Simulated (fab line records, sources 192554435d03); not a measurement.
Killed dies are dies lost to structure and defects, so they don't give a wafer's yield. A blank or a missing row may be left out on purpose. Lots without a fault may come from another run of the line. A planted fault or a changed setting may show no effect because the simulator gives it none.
Split-lot experiment | flow n5_finfet | 7 lots, 21 wafers read, on a route of 1938 steps

THE SPLIT
At N5_BEOL_M2_COAT_22 (resist thk 30 nm), the setting spin_rpm was moved away from the recipe's 1500 rpm on 8 of the 21 wafers read, by +7.5% to +10.6%. The other wafers ran this setting at the recipe's value.

The reading is taken at the split's own step.

THE READING
CAR-EUV_of_BEOL_M2_COAT_22.thk_nm (the simulator's own value, which no gauge read), in nm, at N5_BEOL_M2_COAT_22 (resist thk 30 nm). The file gives no usual value for it. The 13 wafers here that ran the recipe average 30.0 nm, standard deviation 0.11 nm.

wafer  | tool, chamber at the split | spin_rpm as run, rpm | against the recipe | CAR-EUV_of_BEOL_M2_COAT_22.thk_nm, nm | against lot-mates on the recipe
L075.1 | litho_track-05, 0          | 1659                 | +10.6%             | 28.6                                  | -1.4
L075.3 | litho_track-05, 0          | 1500                 | recipe             | 30                                    | -
L075.5 | litho_track-05, 0          | 1659                 | +10.6%             | 28.4                                  | -1.6
L081.1 | litho_track-05, 0          | 1628                 | +8.5%              | 28.8                                  | -1.2
L081.2 | litho_track-05, 0          | 1628                 | +8.5%              | 29                                    | -1.0
L081.5 | litho_track-05, 0          | 1500                 | recipe             | 30                                    | -
L085.1 | litho_track-02, 0          | 1623                 | +8.2%              | 29                                    | -1.0
L085.2 | litho_track-02, 0          | 1500                 | recipe             | 30                                    | -
L085.5 | litho_track-02, 0          | 1623                 | +8.2%              | 28.8                                  | -1.2
L086.2 | litho_track-02, 0          | 1500                 | recipe             | 29.8                                  | -
L086.3 | litho_track-02, 0          | 1500                 | recipe             | 29.8                                  | -
L086.5 | litho_track-02, 0          | 1500                 | recipe             | 29.8                                  | -
L090.1 | litho_track-02, 0          | 1612                 | +7.5%              | 29                                    | -1.2
L090.3 | litho_track-02, 0          | 1612                 | +7.5%              | 29.2                                  | -1.0
L090.5 | litho_track-02, 0          | 1500                 | recipe             | 30.2                                  | -
L093.2 | litho_track-05, 0          | 1500                 | recipe             | 30                                    | -
L093.4 | litho_track-05, 0          | 1500                 | recipe             | 30                                    | -
L093.6 | litho_track-05, 0          | 1500                 | recipe             | 30                                    | -
L096.1 | litho_track-02, 0          | 1500                 | recipe             | 30                                    | -
L096.2 | litho_track-02, 0          | 1500                 | recipe             | 30                                    | -
L096.3 | litho_track-02, 0          | 1500                 | recipe             | 30                                    | -

THE FIT
A straight line over all 21 wafers: CAR-EUV_of_BEOL_M2_COAT_22.thk_nm changes by -0.13 nm for each +1% of spin_rpm; r = -0.98; the points scatter about the line by 0.12 nm.
The same after taking each lot's own level away (the mean of its wafers on the recipe; 21 wafers): -0.138 nm for each +1%; r = -0.99; scatter 0.075 nm.
On that fit, the largest move of spin_rpm shifts the reading by 1.5 nm.
The lots' own levels span 29.80 to 30.20 nm, that is 3.8 times the standard deviation above.
So the lot-to-lot level changes the slope little: the two slopes agree.
Check: with one of the wafers moved furthest among these (+10.6%) left out of the fit, the line predicts -1.48 nm for it against its lot-mates. It came out at -1.4 nm against them.

OTHER SPLITS ON THESE WAFERS
These wafers also went through other splits before the reading. Each is held against what the fit with the lots' levels taken away leaves over:
other split on the same wafers       | wafers away from the commonest value | r with CAR-EUV_of_BEOL_M2_COAT_22.thk_nm (lot level and that fit taken away)
N5_MOL_CONTACT_COAG_DESCUM_45 time_s | 7                                    | +0.14
N5_BEOL_M1_COAT_62 spin_rpm          | 4                                    | +0.09
N5_BEOL_M1_ETCH_74 bias_w            | 9                                    | -0.11
N5_BEOL_M2_ETCH_74 source_w          | 6                                    | +0.32
N5_BEOL_M2_ETCH_64 time_s            | 5                                    | -0.04

THE FILE'S OWN FIT
CAR-EUV_of_BEOL_M2_COAT_22.thk_nm changes by -0.138 nm for each +1% of spin_rpm, r = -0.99.
